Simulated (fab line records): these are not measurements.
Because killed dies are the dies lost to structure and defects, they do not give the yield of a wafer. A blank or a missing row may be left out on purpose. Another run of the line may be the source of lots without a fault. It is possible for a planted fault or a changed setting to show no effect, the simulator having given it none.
Matching of chambers :: flow nandHarc :: NHARC_A_CHANNEL_FILL_D1_ALD_02 on aldHk-04 has 4 sister chambers
The step deposits SiO2, target thk 6 nm, pulse time 10 s, ald cycles 60. 4 wafers are shown with their chamber, then 9 later ones without.

## WAFERS WITH THEIR CHAMBER
wafer: L086.6
chamber: 1
heaterPowerW (W): 438

wafer: L090.1
chamber: 0
heaterPowerW (W): 447

wafer: L090.4
chamber: 3
heaterPowerW (W): 442

wafer: L090.6
chamber: 2
heaterPowerW (W): 448

## WAFERS WHOSE CHAMBER IS MISSING
wafer: L091.1
heaterPowerW (W): 446

wafer: L091.2
heaterPowerW (W): 469

wafer: L091.3
heaterPowerW (W): 449

wafer: L092.1
heaterPowerW (W): 439

wafer: L092.3
heaterPowerW (W): 459

wafer: L092.4
heaterPowerW (W): 449

wafer: L096.1
heaterPowerW (W): 452

wafer: L096.5
heaterPowerW (W): 457

wafer: L096.6
heaterPowerW (W): 451

## WHICH CHAMBER EACH ONE RAN IN
wafer: L091.1
from the rows above: can't be placed: 0 or 2 or 3 or 1
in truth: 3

wafer: L091.2
from the rows above: can't be placed: 2 or 0 or 3 or 1
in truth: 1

wafer: L091.3
from the rows above: can't be placed: 2 or 0 or 3 or 1
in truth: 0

wafer: L092.1
from the rows above: can't be placed: 1 or 3 or 0 or 2
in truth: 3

wafer: L092.3
from the rows above: can't be placed: 2 or 0 or 3 or 1
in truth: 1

wafer: L092.4
from the rows above: can't be placed: 2 or 0 or 3 or 1
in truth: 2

wafer: L096.1
from the rows above: can't be placed: 2 or 0 or 3 or 1
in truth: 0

wafer: L096.5
from the rows above: can't be placed: 2 or 0 or 3 or 1
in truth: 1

wafer: L096.6
from the rows above: can't be placed: 2 or 0 or 3 or 1
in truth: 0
Correctly placed: 0 of 9. Cannot be placed on the basis of these rows: 9; the candidates contain the true chamber in 9. Wrongly placed: 0.
How it was worked out, from the rows above alone: a wafer's distance from a chamber is the root of the sum, over the readings, of the square of ((its reading less the chamber's mean) divided by the reading's scatter). The wafer belongs to the nearest chamber; if the next one is less than 2 further off, it can't be placed. For every chamber, the mean is computed from those of its wafers that are shown. The scatter: with one shown wafer a chamber, the root of the mean of the squares of how far each hidden wafer lies from its nearest shown one.
